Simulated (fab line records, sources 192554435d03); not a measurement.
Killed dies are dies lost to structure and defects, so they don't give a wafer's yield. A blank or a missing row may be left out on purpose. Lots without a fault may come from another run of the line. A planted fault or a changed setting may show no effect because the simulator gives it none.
Tool commonality check | flow n5_finfet | 9 lots, 27 wafers sampled

WHY IT WAS OPENED
At N5_BEOL_M4_RC_MEAS_101 the reading RS_NWELL is flagged on 3 of 9 lots. Wafers without a fault read 1038 ohm/sq, standard deviation 7.
Rule: a lot is flagged when every wafer of it that has a number lies more than 4 standard deviations from that mean, or none has a number. The other lots count as sound.

lot  | measured     | on        | RS_NWELL (ohm/sq), wafer by wafer | flag
L694 | day 9 10:38  | prober-02 | 1041 1053 1045                    |
L693 | day 9 11:10  | prober-01 | 1040 1028 1040                    |
L696 | day 9 21:14  | prober-02 | 1048 1046 1040                    |
L701 | day 10 22:46 | prober-01 | 1049 1049 1042                    |
L702 | day 11 09:17 | prober-02 | 1035 1031 1044                    |
L704 | day 11 14:56 | prober-01 | 1218 1209 1207                    | FLAGGED
L705 | day 11 17:41 | prober-01 | 1217 1223 1220                    | FLAGGED
L709 | day 13 03:19 | prober-01 | 1204 1205 1209                    | FLAGGED
L715 | day 14 07:49 | prober-02 | 1033 1031 1032                    |
The numbers of the flagged lots are 1212 ohm/sq on average: +174 ohm/sq against the usual, or +25 standard deviations.

WHICH TOOL RAN EACH LOT
The record holds 4 process steps before the reading, out of a route of 1938 steps. In each cell: the tool, then ch and the chambers that the sampled wafers went through, then the start.
lot  | flag    | N5_WELL_APT_IMPLANT_14         | N5_PMOS_HMC_CHANNEL_EPI_ETCH_38 | N5_FIN_SAQP_HM_DEP_03          | N5_FIN_SAQP_PECVD_47
L694 |         | implanter-01 ch 0, day 1 19:52 | rie_si-03 ch 1,2,3, day 1 23:50 | pecvd-04 ch 0,1, day 2 02:44   | pecvd-03 ch 0,1,2, day 2 02:53
L693 |         | implanter-01 ch 0, day 1 14:04 | rie_si-04 ch 0,3, day 1 18:14   | pecvd-04 ch 0,1,2, day 1 21:14 | pecvd-03 ch 0,2, day 1 21:22
L696 |         | implanter-01 ch 0, day 2 08:22 | rie_si-01 ch 0,1,2, day 2 12:20 | pecvd-03 ch 0,2, day 2 16:02   | pecvd-01 ch 0, day 2 16:10
L701 |         | implanter-01 ch 0, day 3 14:07 | rie_si-03 ch 0,1,3, day 3 17:53 | pecvd-04 ch 0,1, day 3 20:55   | pecvd-03 ch 0,1,2, day 3 21:02
L702 |         | implanter-01 ch 0, day 3 19:57 | rie_si-03 ch 0,1,2, day 4 00:04 | pecvd-03 ch 0,2, day 4 03:10   | pecvd-01 ch 1,2, day 4 03:17
L704 | FLAGGED | implanter-01 ch 0, day 4 08:11 | rie_si-03 ch 1,2,3, day 4 11:56 | pecvd-03 ch 0,1,2, day 4 15:12 | pecvd-01 ch 0,1,2, day 4 15:19
L705 | FLAGGED | implanter-01 ch 0, day 4 13:47 | rie_si-03 ch 1,2, day 4 17:51   | pecvd-03 ch 0,1,2, day 4 22:33 | pecvd-01 ch 0,2, day 4 22:40
L709 | FLAGGED | implanter-01 ch 0, day 5 14:07 | rie_si-01 ch 1,2,3, day 5 17:37 | pecvd-01 ch 0,1,2, day 5 20:37 | pecvd-04 ch 0,1,2, day 5 20:44
L715 |         | implanter-02 ch 0, day 7 01:54 | rie_si-04 ch 1,2,3, day 7 05:43 | pecvd-01 ch 0,1, day 7 09:38   | pecvd-03 ch 0,1, day 7 09:46
What these steps do:
- N5_WELL_APT_IMPLANT_14
- N5_PMOS_HMC_CHANNEL_EPI_ETCH_38: etches SiO2 in CF4, target depth 1.5 nm.
- N5_FIN_SAQP_HM_DEP_03: deposits SiNx from SiH4/NH3/N2, target thk 38 nm, time 33.6 s.
- N5_FIN_SAQP_PECVD_47: deposits a-Si from SiH4/He, target thk 45 nm, time 36.3 s.
- N5_BEOL_M4_RC_MEAS_101

FLAGGED OVER TOTAL, TOOL BY TOOL (the gauges that took the reading come last)
step                            | tool         | lots run | flagged | share of the flagged lots | sound lots run after its first flagged lot
N5_WELL_APT_IMPLANT_14          | implanter-01 | 8        | 3       | all                       | 0
N5_WELL_APT_IMPLANT_14          | implanter-02 | 1        | 0       | none                      | -
N5_PMOS_HMC_CHANNEL_EPI_ETCH_38 | rie_si-01    | 2        | 1       | some                      | 0
N5_PMOS_HMC_CHANNEL_EPI_ETCH_38 | rie_si-03    | 5        | 2       | some                      | 0
N5_PMOS_HMC_CHANNEL_EPI_ETCH_38 | rie_si-04    | 2        | 0       | none                      | -
N5_FIN_SAQP_HM_DEP_03           | pecvd-01     | 2        | 1       | some                      | 1 (L715)
N5_FIN_SAQP_HM_DEP_03           | pecvd-03     | 4        | 2       | some                      | 0
N5_FIN_SAQP_HM_DEP_03           | pecvd-04     | 3        | 0       | none                      | -
N5_FIN_SAQP_PECVD_47            | pecvd-01     | 4        | 2       | some                      | 0
N5_FIN_SAQP_PECVD_47            | pecvd-03     | 4        | 0       | none                      | -
N5_FIN_SAQP_PECVD_47            | pecvd-04     | 1        | 1       | some                      | 0
N5_BEOL_M4_RC_MEAS_101          | prober-01    | 5        | 3       | all                       | 0
N5_BEOL_M4_RC_MEAS_101          | prober-02    | 4        | 0       | none                      | -

WHAT THE TABLE ALLOWS
2 rows of the table ran every flagged lot: implanter-01 at N5_WELL_APT_IMPLANT_14, prober-01 at N5_BEOL_M4_RC_MEAS_101.
- implanter-01 at N5_WELL_APT_IMPLANT_14: 3 of its 8 lots flagged. Its last sound lot is L702 (day 3 19:57), its first flagged lot L704 (day 4 08:11): a fault that began between those two fits. Its own readings lie more than 4 standard deviations out on every wafer of the flagged lots: dose_ions_cm2, faraday_current_uA.
- prober-01 at N5_BEOL_M4_RC_MEAS_101: 3 of its 5 lots flagged. Its last sound lot is L701 (day 10 22:46), its first flagged lot L704 (day 11 14:56): a fault that began between those two fits.
Counting lots can't tell these 2 tools apart, because each fits a fault that began at some hour. More lots, or a look at what each step does to the wafer, might.

WHAT THE SIMULATOR HAD PUT IN
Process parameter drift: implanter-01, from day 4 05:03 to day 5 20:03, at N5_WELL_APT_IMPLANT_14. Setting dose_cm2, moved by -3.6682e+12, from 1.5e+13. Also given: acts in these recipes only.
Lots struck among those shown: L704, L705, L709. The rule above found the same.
